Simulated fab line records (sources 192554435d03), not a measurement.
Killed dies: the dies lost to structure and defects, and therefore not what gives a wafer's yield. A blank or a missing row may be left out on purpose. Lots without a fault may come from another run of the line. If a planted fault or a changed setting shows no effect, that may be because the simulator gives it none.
Matching of chambers	flow n5-finfet	N5_BEOL_M3_PRE_CLEAN_60 on cvd-co-01: 3 sister chambers
The step time 15 s. 6 wafers are shown with their chamber, then 12 later ones without.

WAFERS WITH THEIR CHAMBER
wafer	chamber	heater-power-w (W)
L082.2	2	100
L085.1	2	100
L088.5	1	78
L089.1	0	98
L089.4	0	100
L089.6	1	77

WAFERS WITHOUT THEIR CHAMBER
wafer	heater-power-w (W)
L093.1	102
L093.2	77
L093.6	102
L094.1	97
L094.4	100
L094.5	98
L096.3	99
L096.4	99
L096.6	103
L097.2	79
L097.3	98
L097.5	97

THE CHAMBER EACH PASSED THROUGH
wafer	from the rows above	in truth
L093.1	can't be placed: 2 or 0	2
L093.2	1	1
L093.6	can't be placed: 2 or 0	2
L094.1	can't be placed: 0 or 2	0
L094.4	can't be placed: 2 or 0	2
L094.5	can't be placed: 0 or 2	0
L096.3	can't be placed: 0 or 2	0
L096.4	can't be placed: 0 or 2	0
L096.6	can't be placed: 2 or 0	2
L097.2	1	1
L097.3	can't be placed: 0 or 2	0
L097.5	can't be placed: 0 or 2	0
Correct placement for 2 of the 12. Not placeable from these rows: 10 (in 10, the candidates include the true chamber). 0 placed wrongly.
How it was worked out, from the rows above alone: a wafer's distance from a chamber is the root of the sum, over the readings, of the square of ((its reading less the chamber's mean) divided by the reading's scatter). If the next closest chamber is less than 2 further off than the closest, the wafer can't be placed; otherwise it belongs to the closest. A chamber's mean is the mean of its shown wafers. The scatter: the root of (the sum of the squares of (reading less its chamber's mean) over the shown wafers, divided by (wafers less chambers)).
